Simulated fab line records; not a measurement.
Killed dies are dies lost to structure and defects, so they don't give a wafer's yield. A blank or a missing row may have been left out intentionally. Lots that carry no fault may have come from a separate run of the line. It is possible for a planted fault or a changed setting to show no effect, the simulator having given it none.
A lot that was struck, set against a sound lot / flow nand_harc / 15 out of 1302 route steps
Sound: these wafers, L459.1, L459.2, L459.5. Struck: wafer L466.3. (L466.2, L466.4 of the same lot were not struck and are left out.) The cause comes at the end.
Each step with rows lists, per side, the tool, then ch with its chambers, then its first start. Under that, the readings that differ: sound wafers / struck wafers / difference of the means / sigmas: that difference in standard deviations of wafers without a fault.
alike: readings whose means differ by less than 2 such deviations, and words and numbers that are the same on both sides. not compared: withheld readings, readings that some wafer has no value for, bounds like >300 that may hide the same value, and numbers for which the record gives no deviation and whose values overlap.
Wherever a step has rows on one side only, a row that says differs or no value, or a row with sigmas, the two part there. Numbers that don't overlap but have no deviation are shown without sigmas and don't part them. A reading missing from all wafers of one side parts the sides only when that side holds two or more wafers.

NHARC_A_ONON_D2_THK_MEAS_14: measures by ellipsometry.
  struck on film_metro-01, day 16 15:10; sound on film_metro-01, day 13 13:29
  alike: thk_nm
then, 2 steps without rows for these wafers: NHARC_A_ONON_D2_ANNEAL_15 (time 3600 s); NHARC_A_ONON_D2_DEP_16 (target thk 1000 nm).
NHARC_A_ONON_D2_THK_MEAS_18: measures by ellipsometry.
  struck on film_metro-01, day 16 22:28; sound on film_metro-02, day 13 23:40
  alike: thk_nm
next comes 1 step that has no rows for these wafers: NHARC_A_ONON_D2_DEP_19 (target thickness 1000 nm).
NHARC_A_ONON_D2_THK_MEAS_21: measures by ellipsometry.
  struck on film_metro-01, day 16 23:02; sound on film_metro-02, day 14 00:14
  alike: thk_nm
next comes 1 step that has no rows for these wafers: NHARC_A_ONON_D2_DEP_22 (target thickness 1000 nm).
NHARC_A_ONON_D2_THK_MEAS_24: measures by ellipsometry.
  struck on film_metro-01, day 16 23:36; sound on film_metro-02, day 14 00:48
  alike: thk_nm
next comes 1 step that has no rows for these wafers: NHARC_A_ONON_D2_DEP_25 (target thickness 1000 nm).
NHARC_A_ONON_D2_THK_MEAS_27: measures by ellipsometry.
  struck on film_metro-01, day 17 00:10; sound on film_metro-01, day 14 01:22
  alike: thk_nm
next comes 1 step that has no rows for these wafers: NHARC_A_ONON_D2_DEP_28 (target thickness 1000 nm).
NHARC_A_ONON_D2_THK_MEAS_30: measures by ellipsometry.
  struck on film_metro-01, day 17 00:44; sound on film_metro-02, day 14 01:56
reading=thk_nm (nm); sound=989 992 990; struck=1010; difference=+20; sigmas=+2
NHARC_A_ONON_D2_DEP_33: deposits SiO2, target thk 200 nm.
  sound on pecvd-03 ch 0,1,2, day 14 01:59; struck on pecvd-03 ch 0, day 17 00:50
reading=mfc_precursor_sccm (sccm); sound=161.9 161.9 161.7; struck=132.1; difference=-29.7; sigmas=-61
  alike: heater_power_w, showerhead_vpp_V, throttle_valve_pct
NHARC_A_ONON_D2_THK_MEAS_34: measures by ellipsometry.
  struck on film_metro-01, day 17 01:13; sound on film_metro-02, day 14 02:24
reading=thk_nm (nm); sound=201.8 201.6 203.9; struck=161.6; difference=-40.8; sigmas=-15
NHARC_END_SORT_01:
  the record has rows for the sound wafers here (prober-01 ch 0, day 25 17:14) and none for the struck ones

## WHERE THEY PART
At NHARC_A_ONON_D2_THK_MEAS_30 first; at NHARC_END_SORT_01 last (within this record only).

WHY: what had been put in by the simulator
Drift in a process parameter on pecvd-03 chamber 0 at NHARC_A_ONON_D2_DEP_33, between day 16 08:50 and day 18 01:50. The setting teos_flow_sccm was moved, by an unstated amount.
